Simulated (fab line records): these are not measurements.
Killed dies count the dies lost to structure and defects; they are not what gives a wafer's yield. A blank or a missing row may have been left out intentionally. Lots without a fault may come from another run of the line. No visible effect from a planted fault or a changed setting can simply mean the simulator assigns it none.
A lot that was struck, set against a sound lot | flow n5-finfet | 37 steps out of a route of 1938
Sound: these wafers, L497.3, L497.4, L497.6. Wafers L503.4, L503.5, L503.6 were the ones struck. The cause comes at the end.
Each step with rows lists, per side, the tool, then ch with its chambers, then its first start. Under that, the readings that differ: sound wafers | struck wafers | difference of the means | sigmas: that difference in standard deviations of wafers without a fault.
alike: readings with means less than 2 such deviations apart, plus words and numbers identical on both sides. not compared: withheld readings, readings lacking a value on some wafer, bounds such as >300 that could conceal the same value, and numbers that have no deviation in the record and whose values overlap.
A row with sigmas, a row that says differs or no value, or rows on one side alone: a step with any of these is where the two part. Numbers that don't overlap but have no deviation are shown without sigmas and don't part them. A reading that every wafer of one side lacks parts them only if that side has two wafers or more.

first, 8 steps without rows for these wafers: N5_BEOL_M0_ECD_118 (material Cu, target thk 300 nm); N5_BEOL_M0_ANNEAL_119 (time 90 s); N5_BEOL_M0_CMP_120 (polishes, stops on SiOC, t overpolish 6.9 s); N5_BEOL_M0_PRE_CLEAN_131 (time 15 s); N5_BEOL_M0_CO_CAP_123 (material Co, precursor CCTBA/H2, target thk 2 nm, time 102.1 s); N5_BEOL_M0_PRE_CLEAN_124 (time 15 s); N5_BEOL_M0_DEP_125 (deposits SiCN from 3MS/NH3, target thk 8 nm, time 14 s); N5_BEOL_M1_ILD_DEP_00 (deposits SiOC from DEMS/O2, target thk 79 nm, time 15.3 s).
N5_BEOL_M1_PECVD_72: deposits SiO2 from TEOS/O2, target thk 16 nm, time 18 s.
  sound on pecvd-02 ch 1,2, day 7 13:07; struck on pecvd-02 ch 0,1,2, day 8 09:08
  reading                                    | sound                | struck               | difference | sigmas
  susceptor-temp-C (C)                       | 400.19 400.04 399.75 | 394.66 394.93 395.25 | -5.05      | -23
  model.SiO2_of_BEOL_M1_PECVD_72.thk-nm (nm) | 15.8 16.2 16         | 16.6 16.6 16.6       | +0.6       |
  alike: heater-power-w, showerhead-plenum-p-Torr, throttle-valve-pct
then, 25 steps without rows for these wafers: N5_BEOL_M1_HM_DEP_02 (deposits TiN, target thk 20 nm); N5_BEOL_M1_COAT_61 (time 60 s, resist thk 60 nm); N5_BEOL_M1_COAT_62 (time 60 s, resist thk 12 nm); N5_BEOL_M1_COAT_73 (time 60 s, resist thk 5 nm); N5_BEOL_M1_COAT_05 (resist thk 30 nm); N5_BEOL_M1_EBR_07; N5_BEOL_M1_SOFTBAKE_06 (time 60 s); N5_BEOL_M1_EXPOSE_08 (exposes mask M1); N5_BEOL_M1_PEB_09 (peb time 60 s); N5_BEOL_M1_DEVELOP_10 (develop time 30 s); N5_BEOL_M1_DESCUM_16 (chemistry O2, time 7 s); N5_BEOL_M1_ETCH_74 (etches underlayer in N2/H2, target depth 6.5 nm, time 5.2 s); N5_BEOL_M1_ETCH_63 (etches SiARC in CF4, target depth 15.6 nm, time 26 s); N5_BEOL_M1_ETCH_64 (etches SOC in N2/H2, target depth 75 nm, overetch 15 nm, time 112.5 s); N5_BEOL_M1_STRIP_65 (strips in N2/H2); N5_BEOL_M1_STRIP_75 (strips in N2/H2); N5_BEOL_M1_STRIP_66 (strips in CF4); N5_BEOL_M1_HM_OPEN_17 (chemistry Cl2/BCl3, target TiN, target depth 20 nm, overetch 6 nm); N5_BEOL_M1_STRIP_19 (strips in O2); N5_BEOL_M1_COAT_67 (time 60 s, resist thk 60 nm); N5_BEOL_M1_COAT_68 (time 60 s, resist thk 12 nm); N5_BEOL_M1_COAT_76 (time 60 s, resist thk 5 nm); N5_BEOL_M1_COAT_22 (resist thk 30 nm); N5_BEOL_M1_EBR_24; N5_BEOL_M1_SOFTBAKE_23 (time 60 s).
N5_BEOL_M1_HM_STRIP_39: strips TiN in peroxide tin strip, target depth 25 nm, time 158 s.
  sound on wet-bench-03 ch 0,1,6, day 7 18:41; struck on wet-bench-04 ch 0,2,4, day 8 14:03
  reading                                    | sound      | struck         | difference | sigmas
  model.SiO2_of_BEOL_M1_PECVD_72.thk-nm (nm) | 15.6 16 16 | 16.4 16.6 16.4 | +0.6       |
N5_BEOL_M4_RC_MEAS_101:
  sound on prober-01 ch 0, day 9 07:32; struck on prober-01 ch 0, day 10 05:58
  alike: DIBL_N, DIBL_P, IOFF_N, IOFF_P, ION_N, ION_P, SS_N, SS_P, VT_N, VT_P
-- a jump in the record: the struck wafers' starts before and after are 4 days apart (it breaks off in module BEOL_M4 and resumes in module PASSIVATION, where the first step shown is number 1936 of the route) --
N5_PASSIVATION_PROBE_49:
  the record has rows for the struck wafers here (prober-02, day 14 08:12) and none for the sound ones

== WHERE THEY PART ==
First at N5_BEOL_M1_PECVD_72; last, within this record, at N5_PASSIVATION_PROBE_49.

WHY: the cause the simulator had injected
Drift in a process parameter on pecvd-02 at N5_BEOL_M1_PECVD_72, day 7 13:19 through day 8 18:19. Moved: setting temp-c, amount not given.
